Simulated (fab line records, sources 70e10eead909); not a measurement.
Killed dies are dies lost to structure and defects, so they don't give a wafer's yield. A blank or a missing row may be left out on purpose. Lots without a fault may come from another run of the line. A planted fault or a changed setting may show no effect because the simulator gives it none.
Chamber matching | flow nand_harc | NHARC_P_GATE_ALD_36 on ald_sin-01: 4 sister chambers
The step deposits SiNx, target thk 20 nm, pulse time 60 s, ald cycles 223. 16 wafers are shown with their chamber, then 8 later ones without.

WAFERS WITH THEIR CHAMBER
wafer  | chamber | heater_power_w (W) | precursor_pulse_height_rel
L076.1 | 3       | 825                | 0.982
L076.4 | 1       | 711                | 1.012
L076.5 | 2       | 802                | 1.004
L079.4 | 1       | 710                | 1.008
L079.2 | 2       | 787                | 1.007
L079.5 | 2       | 816                | 1.005
L082.4 | 2       | 793                | 0.998
L082.3 | 0       | 867                | 1.014
L082.5 | 3       | 815                | 0.979
L085.2 | 2       | 800                | 1.021
L085.3 | 0       | 829                | 1.012
L085.6 | 3       | 837                | 1.000
L089.4 | 3       | 808                | 1.008
L089.2 | 0       | 872                | 0.973
L089.5 | 2       | 770                | 0.988
L091.2 | 1       | 717                | 1.009

SIGNATURES (means of the wafers above)
reading                    | chamber 0 | chamber 1 | chamber 2 | chamber 3 | scatter within a chamber
heater_power_w             | 856.00    | 712.67    | 794.67    | 821.25    | 15.3
precursor_pulse_height_rel | 0.99967   | 1.00967   | 1.00383   | 0.99225   | 0.0137
Rule: a wafer's distance from a chamber is the root of the sum, over the readings, of the square of ((its reading less the chamber's mean) divided by the reading's scatter). The wafer belongs to the nearest chamber; if the next one is less than 2 further off, it can't be placed. The scatter: the root of (the sum of the squares of (reading less its chamber's mean) over the shown wafers, divided by (wafers less chambers)).

WAFERS WITHOUT THEIR CHAMBER
wafer  | heater_power_w (W) | precursor_pulse_height_rel
L091.3 | 800                | 0.989
L091.4 | 806                | 0.975
L094.2 | 797                | 0.993
L094.1 | 812                | 0.985
L094.3 | 859                | 0.989
L097.1 | 813                | 1.011
L097.3 | 759                | 0.985
L097.5 | 860                | 0.964

WHICH CHAMBER EACH WENT THROUGH
wafer  | from the rows above          | in truth
L091.3 | can't be placed: 2 or 3      | 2
L091.4 | can't be placed: 3 or 2      | 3
L094.2 | can't be placed: 2 or 3      | 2
L094.1 | can't be placed: 3 or 2      | 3
L094.3 | can't be placed: 0 or 3      | 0
L097.1 | can't be placed: 2 or 3 or 0 | 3
L097.3 | can't be placed: 2 or 1 or 3 | 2
L097.5 | can't be placed: 0 or 3      | 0
Placed correctly: 0 of 8. Can't be placed from these rows: 8 (the true chamber is among the candidates in 8). Placed wrongly: 0.
